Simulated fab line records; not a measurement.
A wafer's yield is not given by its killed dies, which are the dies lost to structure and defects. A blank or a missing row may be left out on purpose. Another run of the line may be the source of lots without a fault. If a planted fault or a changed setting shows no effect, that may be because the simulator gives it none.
Chamber matching + flow n5 finfet + 4 sister chambers for N5_FIN_SAQP_ETCH_57 on rie diel-04
The step etches SiNx in CH3F/O2, target depth 32.5 nm, time 46.4 s. 4 wafers are shown with their chamber, then 9 later ones without.

## WAFERS, EACH WITH ITS CHAMBER
| wafer  | chamber | drypump motor current A (A) |
|--------|---------|-----------------------------|
| L083.3 | 0       | 6.2                         |
| L087.4 | 1       | 5.4                         |
| L090.5 | 3       | 6.2                         |
| L090.6 | 2       | 5.4                         |

## WAFERS MISSING THEIR CHAMBER
| wafer  | drypump motor current A (A) |
|--------|-----------------------------|
| L092.3 | 6.2                         |
| L092.4 | 6.1                         |
| L092.5 | 6.1                         |
| L096.1 | 6.2                         |
| L096.2 | 6.1                         |
| L096.3 | 5.5                         |
| L097.1 | 5.5                         |
| L097.2 | 6.2                         |
| L097.6 | 5.5                         |

## WHICH CHAMBER EACH WENT THROUGH
| wafer  | from the rows above     | in truth |
|--------|-------------------------|----------|
| L092.3 | can't be placed: 0 or 3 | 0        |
| L092.4 | can't be placed: 0 or 3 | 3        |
| L092.5 | can't be placed: 0 or 3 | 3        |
| L096.1 | can't be placed: 0 or 3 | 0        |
| L096.2 | can't be placed: 0 or 3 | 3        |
| L096.3 | can't be placed: 1 or 2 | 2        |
| L097.1 | can't be placed: 1 or 2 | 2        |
| L097.2 | can't be placed: 0 or 3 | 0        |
| L097.6 | can't be placed: 1 or 2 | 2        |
Placed correctly: 0 of 9. Unplaceable from these rows: 9, with the true chamber sitting among the candidates in 9. Placed wrongly: 0.
How it was worked out, from the rows above alone: a wafer's distance from a chamber is the root of the sum, over the readings, of the square of ((its reading less the chamber's mean) divided by the reading's scatter). The wafer belongs to the nearest chamber; if the next one is less than 2 further off, it can't be placed. Each chamber's mean is taken over the wafers shown for it. The scatter: with one shown wafer a chamber, the root of the mean of the squares of how far each hidden wafer lies from its nearest shown one.
